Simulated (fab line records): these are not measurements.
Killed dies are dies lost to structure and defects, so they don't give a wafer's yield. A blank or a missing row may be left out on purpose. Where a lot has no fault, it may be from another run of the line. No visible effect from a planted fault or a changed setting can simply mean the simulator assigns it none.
A lot that was struck, set against a sound lot || flow nandHarc || 17 out of 1159 route steps
Sound: wafers L291.2, L291.3, L291.4. Struck: wafers L294.1, L294.2, L294.5. The cause comes at the end.
Order at every step that has rows: each side's tool, ch and its chambers, its first start. Under that, the readings that differ: sound wafers || struck wafers || difference of the means || sigmas: that difference in standard deviations of wafers without a fault.
alike: readings with means less than 2 such deviations apart, plus words and numbers identical on both sides. not compared: withheld readings, readings lacking a value on some wafer, bounds such as >300 that could conceal the same value, and numbers that have no deviation in the record and whose values overlap.
A row with sigmas, a row that says differs or no value, or rows on one side alone: a step with any of these is where the two part. Numbers that have no deviation but don't overlap get no sigmas and don't part them. A reading that every wafer of one side lacks parts them only if that side has two wafers or more.

NHARC_P_ZERO_WELL_CD_MEAS_37: target cd 720 nm.
  sound on cdSem-02 ch 0, day 1 16:41; struck on cdSem-03 ch 0, day 2 10:15
  alike: cdNm
then, 1 step without rows for these wafers: NHARC_P_ZERO_WELL_HARDBAKE_38 (time 80 s).
NHARC_P_ZERO_WELL_DESCUM_39: chemistry O2, time 3 s.
  sound on rieDiel-04 ch 0,1,3, day 1 16:50; struck on rieDiel-07 ch 0,3, day 2 10:25
{"reading": "oesProductAu (a.u.)", "sound": "0.989 0.981 0.986", "struck": "1.014 1.006 1.011", "difference": "+0.025", "sigmas": "+3"}
  alike: drypumpMotorCurrentA, rfVppV, showerheadPlenumPTorr, throttleValvePct
  not compared: rfHoursCounterH
then, 9 steps without rows for these wafers: NHARC_P_ZERO_WELL_IMPLANT_40; NHARC_P_ZERO_WELL_IMPLANT_59; NHARC_P_ZERO_WELL_IMPLANT_60; NHARC_P_ZERO_WELL_STRIP_41 (strips in SPM, time 840 s); NHARC_P_ZERO_WELL_DEHYDRATE_44 (time 120 s); NHARC_P_ZERO_WELL_HMDS_45 (time 30 s); NHARC_P_ZERO_WELL_COAT_46; NHARC_P_ZERO_WELL_SOFTBAKE_47 (time 95 s); NHARC_P_ZERO_WELL_EBR_48.
NHARC_P_ZERO_WELL_EXPOSE_49: exposes mask P HVPW, target cd 2000 nm.
  sound on krfScanner-02 ch 0, day 1 18:03; struck on krfScanner-01 ch 0, day 2 11:37
{"reading": "mask", "sound": "P_HVPW#0 P_HVPW#0 P_HVPW#0", "struck": "P_NWELL#0 P_NWELL#0 P_NWELL#0", "difference": "differs", "sigmas": ""}
then, 2 steps without rows for these wafers: NHARC_P_ZERO_WELL_PEB_50 (peb time 85 s); NHARC_P_ZERO_WELL_DEVELOP_51 (time 70 s).
NHARC_P_ZERO_WELL_CD_MEAS_52: target cd 2000 nm.
  sound on cdSem-01 ch 0, day 1 18:12; struck on cdSem-02 ch 0, day 2 11:47
{"reading": "cdNm (nm)", "sound": "2000.4 1996.2 2000.6", "struck": "- - -", "difference": "no value on the struck wafers", "sigmas": ""}
then, 1 step without rows for these wafers: NHARC_P_ZERO_WELL_HARDBAKE_53 (time 80 s).

## WHERE THEY PART
At NHARC_P_ZERO_WELL_DESCUM_39 first; at NHARC_P_ZERO_WELL_CD_MEAS_52 last (within this record only).

WHY: the cause the simulator had injected
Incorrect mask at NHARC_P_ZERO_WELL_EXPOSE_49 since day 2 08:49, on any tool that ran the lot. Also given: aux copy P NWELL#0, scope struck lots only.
